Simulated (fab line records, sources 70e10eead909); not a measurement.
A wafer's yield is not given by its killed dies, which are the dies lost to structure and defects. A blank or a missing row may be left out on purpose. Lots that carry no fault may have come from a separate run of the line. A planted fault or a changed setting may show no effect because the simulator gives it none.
Shared-tool check -- flow nand harc -- Sample size 13 lots and 39 wafers

REASON IT WAS OPENED
Flagged at NHARC_P_ZERO_WELL_CD_MEAS_24: reading cd nm, on 1 of 13 lots. No-fault wafers: 719.7 nm, standard deviation 1.8.
Rule: a lot gets a flag if all its wafers with a number sit over 4 standard deviations from that mean, or if no wafer of it has a number. All remaining lots are regarded as sound.

lot,measured,on,"cd nm (nm), wafer by wafer",flag
L420,day 2 08:37,cd sem-03,723.3 720.5 721.4,
L421,day 2 18:34,cd sem-01,718.8 720.3 718.7,
L423,day 3 14:30,cd sem-03,706.5 707.0 707.7,FLAGGED
L425,day 4 10:41,cd sem-03,720.3 719.0 719.0,
L432,day 7 08:27,cd sem-01,719.7 718.4 720.3,
L433,day 7 18:29,cd sem-02,717.5 719.5 718.1,
L435,day 8 14:41,cd sem-01,720.1 720.0 721.1,
L436,day 9 00:34,cd sem-01,718.2 718.3 722.2,
L437,day 9 10:37,cd sem-01,718.9 719.1 717.4,
L439,day 10 06:28,cd sem-03,718.8 718.9 720.2,
L440,day 10 16:35,cd sem-02,718.6 720.2 718.5,
L441,day 11 02:28,cd sem-03,724.0 722.2 722.7,
L442,day 11 12:28,cd sem-03,719.6 715.5 719.3,
On average the flagged lots' numbers are 707.1 nm, which is -12.6 nm against the usual, or -7 standard deviations.

EACH LOT AND THE TOOL IT RAN ON
The record keeps 1 process step preceding the reading, out of 1302 steps on the route. Each cell gives the tool, then ch followed by the chambers the sampled wafers passed through, then the start.
lot,flag,NHARC_P_ZERO_WELL_EXPOSE_21
L420,,"krf scanner-03 ch 0, day 2 08:28"
L421,,"krf scanner-03 ch 0, day 2 18:25"
L423,FLAGGED,"krf scanner-03 ch 0, day 3 14:21"
L425,,"krf scanner-01 ch 0, day 4 10:32"
L432,,"krf scanner-03 ch 0, day 7 08:17"
L433,,"krf scanner-03 ch 0, day 7 18:20"
L435,,"krf scanner-01 ch 0, day 8 14:32"
L436,,"krf scanner-03 ch 0, day 9 00:25"
L437,,"krf scanner-04 ch 0, day 9 10:28"
L439,,"krf scanner-03 ch 0, day 10 06:19"
L440,,"krf scanner-03 ch 0, day 10 16:26"
L441,,"krf scanner-01 ch 0, day 11 02:19"
L442,,"krf scanner-01 ch 0, day 11 12:19"
What these steps do:
- NHARC_P_ZERO_WELL_EXPOSE_21: exposes mask P NWELL, target cd 720 nm.
- NHARC_P_ZERO_WELL_CD_MEAS_24: target cd 720 nm.

FLAGGED OVER TOTAL, TOOL BY TOOL (the gauges that took the reading come last)
step,tool,lots run,flagged,share of the flagged lots,sound lots run after its first flagged lot
NHARC_P_ZERO_WELL_EXPOSE_21,krf scanner-01,4,0,none,-
NHARC_P_ZERO_WELL_EXPOSE_21,krf scanner-03,8,1,all,"5 (L432,L433,L436,L439,L440)"
NHARC_P_ZERO_WELL_EXPOSE_21,krf scanner-04,1,0,none,-
NHARC_P_ZERO_WELL_CD_MEAS_24,cd sem-01,5,0,none,-
NHARC_P_ZERO_WELL_CD_MEAS_24,cd sem-02,2,0,none,-
NHARC_P_ZERO_WELL_CD_MEAS_24,cd sem-03,6,1,all,"4 (L425,L439,L441,L442)"

THE TABLE: WHAT IT ALLOWS
Rows of the table that ran all the flagged lots, 2 in number: krf scanner-03 at NHARC_P_ZERO_WELL_EXPOSE_21; cd sem-03 at NHARC_P_ZERO_WELL_CD_MEAS_24.
- krf scanner-03 at NHARC_P_ZERO_WELL_EXPOSE_21 ran 8 lots, 1 of them flagged. After the first flagged lot (L432, L433, L436, L439, L440), sound lots still ran on it; a lasting fault on the whole tool would not permit that.
- cd sem-03 at NHARC_P_ZERO_WELL_CD_MEAS_24 ran 6 lots, 1 of them flagged. After the first flagged lot (L425, L439, L441, L442), sound lots still ran on it; a lasting fault on the whole tool would not permit that.
No row of the table ran every flagged lot and no sound lot after the first.

WHAT THE SIMULATOR PUT IN
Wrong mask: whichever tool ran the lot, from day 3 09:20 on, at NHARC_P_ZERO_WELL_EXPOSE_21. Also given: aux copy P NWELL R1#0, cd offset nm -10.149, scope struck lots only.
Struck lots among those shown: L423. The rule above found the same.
